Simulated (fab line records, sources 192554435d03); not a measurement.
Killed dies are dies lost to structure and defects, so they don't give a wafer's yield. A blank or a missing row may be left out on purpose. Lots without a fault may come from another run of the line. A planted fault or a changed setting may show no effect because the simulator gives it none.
Chamber matching | flow n5_finfet | N5_BEOL_M8_STRIP_19 on rie_diel-01: 4 sister chambers
The step strips in O2. 18 wafers are shown with their chamber, then 9 later ones without.

WAFERS WITH THEIR CHAMBER
wafer  | chamber | throttle_valve_pct (%) | showerhead_plenum_p_Torr (Torr) | oes_product_au (a.u.)
L074.1 | 3       | 16.86                  | 2.07                            | 0.74
L074.3 | 2       | 16.84                  | 2.12                            | 0.79
L074.5 | 2       | 16.83                  | 2.12                            | 0.80
L077.1 | 1       | 16.52                  | 2.12                            | 0.89
L077.4 | 2       | 16.86                  | 2.12                            | 0.79
L077.6 | 3       | 16.89                  | 2.07                            | 0.72
L076.1 | 0       | 16.74                  | 2.12                            | 0.82
L076.4 | 2       | 16.85                  | 2.12                            | 0.79
L076.6 | 2       | 16.85                  | 2.12                            | 0.79
L080.1 | 3       | 16.92                  | 2.07                            | 0.72
L080.3 | 1       | 16.56                  | 2.12                            | 0.87
L080.5 | 1       | 16.56                  | 2.12                            | 0.87
L081.1 | 0       | 16.78                  | 2.11                            | 0.80
L081.2 | 3       | 16.89                  | 2.06                            | 0.72
L081.6 | 2       | 16.87                  | 2.11                            | 0.78
L084.2 | 1       | 16.58                  | 2.11                            | 0.85
L084.5 | 2       | 16.86                  | 2.11                            | 0.76
L084.6 | 1       | 16.56                  | 2.11                            | 0.85

SIGNATURES (means of the wafers above)
reading                  | chamber 0 | chamber 1 | chamber 2 | chamber 3 | scatter within a chamber
throttle_valve_pct       | 16.7600   | 16.5560   | 16.8514   | 16.8900   | 0.02
showerhead_plenum_p_Torr | 2.1150    | 2.1160    | 2.1171    | 2.0675    | 0.00526
oes_product_au           | 0.8100    | 0.8660    | 0.7857    | 0.7250    | 0.0136
Rule: a wafer's distance from a chamber is the root of the sum, over the readings, of the square of ((its reading less the chamber's mean) divided by the reading's scatter). The wafer belongs to the nearest chamber; if the next one is less than 2 further off, it can't be placed. The scatter: the root of (the sum of the squares of (reading less its chamber's mean) over the shown wafers, divided by (wafers less chambers)).

WAFERS WITHOUT THEIR CHAMBER
wafer  | throttle_valve_pct (%) | showerhead_plenum_p_Torr (Torr) | oes_product_au (a.u.)
L086.1 | 16.59                  | 2.11                            | 0.85
L086.3 | 16.96                  | 2.06                            | 0.71
L086.5 | 16.89                  | 2.11                            | 0.74
L095.2 | 16.97                  | 2.05                            | 0.70
L095.5 | 16.97                  | 2.05                            | 0.70
L095.6 | 16.93                  | 2.10                            | 0.74
L094.3 | 16.83                  | 2.10                            | 0.78
L094.5 | 16.97                  | 2.05                            | 0.70
L094.6 | 16.82                  | 2.10                            | 0.77

WHICH CHAMBER EACH WENT THROUGH
wafer  | from the rows above     | in truth
L086.1 | 1                       | 1
L086.3 | 3                       | 3
L086.5 | 2                       | 2
L095.2 | 3                       | 3
L095.5 | 3                       | 3
L095.6 | can't be placed: 2 or 3 | 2
L094.3 | can't be placed: 2 or 0 | 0
L094.5 | 3                       | 3
L094.6 | can't be placed: 2 or 0 | 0
Placed correctly: 6 of 9. Can't be placed from these rows: 3 (the true chamber is among the candidates in 3). Placed wrongly: 0.
